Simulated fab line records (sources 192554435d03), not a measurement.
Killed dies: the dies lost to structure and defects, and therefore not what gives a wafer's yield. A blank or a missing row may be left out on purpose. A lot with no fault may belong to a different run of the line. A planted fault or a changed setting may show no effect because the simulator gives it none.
Problem report, 8D (eight disciplines) form, completed by code    flow n5 finfet    the parts of the form that need people (team, actions taken, sign-off) are left out

1. THE PROBLEM
Mean of thk nm at N5_FIN_SAQP_THK_MEAS_05: 51.5 nm across 2 wafers in 2 lots; on wafers with no fault it is 37.7 nm (standard deviation 0.47). Measured from the usual mean, that is +29 standard deviations.
Seen first at day 3 15:07 on film metro-02, wafer L718.1. The record has a number at this step for 24 wafers belonging to 8 lots. The rule behind "out" and "out of limits": a value lying over 4 standard deviations away from the usual mean. The other wafers with a number count as sound.

2. WHAT IT IS AND WHAT IT IS NOT
question                     is                is not
which readings at this step  thk nm            -
which lots                   L718, L722        L711, L713, L723, L726, L728, L731
which wafers of those lots   L718.1, L722.5    L718.2, L718.6, L722.2, L722.4
read on which gauges         film metro-02     film metro-01
when                         from day 3 15:07  up to then (8 sound wafers); but 14 sound wafers of L722, L723, L726, L728, L731 came after

3. SUSPECTS, AND WHAT RULES EACH OUT
Counting: if a tool at a process step up to the reading ran every lot that is out, it stays a suspect. Sound lots after the first of them don't rule it out here, since some wafers of a struck lot are sound.
- the gauge at N5_FIN_SAQP_THK_MEAS_05 is ruled out. All the wafers that are out were read on film metro-02, but those of them that N5_FIN_SAQP_HM_OPEN_33 has rows for are out there too, on other tools.
- pecvd-01 at N5_FIN_SAQP_HM_DEP_03 (deposits SiNx from SiH4/NH3/N2, target thk 38 nm, time 33.6 s): kept. Ran every lot that is out, first one L718 (day 3 15:02); last sound lot up to then L713 (day 2 09:14).
- pecvd-01, N5_FIN_SAQP_HM_DEP_03: wafers that are out in chamber 2, sound lot-mates in chambers 0, 1.
Remaining after the count: pecvd-01 at N5_FIN_SAQP_HM_DEP_03.

4. THE CAUSE (what the simulator had put in)
pecvd-01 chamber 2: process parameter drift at N5_FIN_SAQP_HM_DEP_03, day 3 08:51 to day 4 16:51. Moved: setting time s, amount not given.
The count eliminated every tool but this one.

5. THE CHAIN OF EFFECTS, in route order
Rows list readings where the struck wafers' mean (over those with a number) sits beyond 3 standard deviations from the usual. Only readings for which the record gives a usual standard deviation are gone through. hours: the time from each lot's start at the first step in this table that gives one to its start at this step, as a median over the lots. sigmas: the change in usual standard deviations.
hours  step                     reading            usual    on struck wafers  change  sigmas
0      N5_FIN_SAQP_THK_MEAS_05  thk nm             37.7 nm  51.5              +13.8   +29
6      N5_FIN_SAQP_HM_OPEN_33   etch rf on time s  69.0 s   93.1              +24.1   +14
It contains these process steps:
- N5_FIN_SAQP_HM_OPEN_33: chemistry CH3F/O2, target SiNx, target depth 49.4 nm, time 70.6 s.
Later steps that measure or inspect, where all struck wafers having a row at the step show a number for every such reading and not one has moved that far: N5_FIN_SAQP_CD_MEAS_16, N5_BEOL_M4_RC_MEAS_101.

6. HOW IT WOULD HAVE BEEN CAUGHT EARLIER
The first out-of-limits reading at a measuring or inspecting step in this record came at day 3 15:07, 6 hours after the fault's start at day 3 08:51.
No tool reading at N5_FIN_SAQP_HM_DEP_03 that has a usual standard deviation in the record was out on any struck wafer, so an alarm limit of 4 standard deviations on those readings would not have fired.
L722, from the lots that are out (2), started N5_FIN_SAQP_HM_DEP_03 on pecvd-01 later than day 3 15:07. Had the tool been put on hold then, it would have been spared.
